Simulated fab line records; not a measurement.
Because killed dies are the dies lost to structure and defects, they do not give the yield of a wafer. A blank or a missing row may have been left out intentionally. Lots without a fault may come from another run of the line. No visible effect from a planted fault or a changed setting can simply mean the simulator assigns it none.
One fault through the eyes of 2 desks || flow n5Finfet || each desk holds nothing but its own numbers, with what lay behind them at the end

FROM THE METROLOGY DESK
What the gauges read for every lot (on any tool): the sampled wafers with a number, averaged. If a lot's mean is further than 4 standard deviations from the usual mean, the lot is out of limits and carries the mark OUT (the distance appears in the brackets).
Columns: A = cdNm at N5_SDB_CD_MEAS_11, usual 49.7 nm
{"lot": "L348", "first seen here": "day 3 22:17", "A": 49.9}
{"lot": "L349", "first seen here": "day 4 05:49", "A": 49.7}
{"lot": "L351", "first seen here": "day 4 16:37", "A": 48.6}
{"lot": "L352", "first seen here": "day 5 01:00", "A": 49.2}
{"lot": "L353", "first seen here": "day 5 05:10", "A": 47.6}
{"lot": "L363", "first seen here": "day 7 17:56", "A": 49.0}
{"lot": "L365", "first seen here": "day 8 08:09", "A": 49.1}
{"lot": "L366", "first seen here": "day 8 14:11", "A": 49.8}
{"lot": "L367", "first seen here": "day 8 19:16", "A": 49.8}
{"lot": "L368", "first seen here": "day 9 04:26", "A": 49.8}
{"lot": "L370", "first seen here": "day 9 13:45", "A": 50.5}
{"lot": "L369", "first seen here": "day 9 15:03", "A": 51.3}
This desk found nothing out of limits on any of the 12 lots.

THE TOOL OWNER'S DESK: cmp-04
The tool's own readings at N5_SDB_CMP_30 (polishes, stops on poly-Si, t overpolish 1.54 s, target thk 30 nm): means of the sampled wafers that have a number, for each lot that ran on this tool. If a lot's mean is further than 4 standard deviations from the usual mean, the lot is out of limits and carries the mark OUT (the distance appears in the brackets).
Columns: A = motorCurrentA at N5_SDB_CMP_30, usual 11.5 A; B = overpolishRunS at N5_SDB_CMP_30, usual 1.539 s; C = platenRpm at N5_SDB_CMP_30, usual 51.80 rpm; D = timeToEndpointS at N5_SDB_CMP_30, usual 18.2 s
{"lot": "L351", "first seen here": "day 4 20:14", "A": 12.1, "B": 1.538, "C": 51.80, "D": 18.2}
{"lot": "L352", "first seen here": "day 5 05:59", "A": 12.2, "B": 1.534, "C": 51.82, "D": 19.8}
{"lot": "L353", "first seen here": "day 5 09:18", "A": 12.6, "B": 1.549, "C": "51.13 (-20) OUT", "D": 20.0}
{"lot": "L368", "first seen here": "day 9 09:41", "A": 12.0, "B": 1.538, "C": 51.84, "D": 14.5}
This desk finds L353 out of limits, L353 being first, at day 5 09:18 (platenRpm at N5_SDB_CMP_30). In limits: L351, L352, L368.

PUT TOGETHER
The tool owner's desk could have raised an alarm at day 5 09:18, on L353.
At the metrology desk, nothing out of limits was observed.
The metrology desk has L353 on record, within its limits.
Of the lots named, all ran N5_SDB_CMP_30 on cmp-04.

WHAT THE SIMULATOR HAD PUT IN
cmp-04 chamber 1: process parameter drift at N5_SDB_CMP_30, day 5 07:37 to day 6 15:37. A move of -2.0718 in setting platenRpm, from 51.796. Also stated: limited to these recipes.
Lots struck among those shown: L353.
Hours from the fault's start to each desk's first reading out of limits: the tool owner's desk, 2.
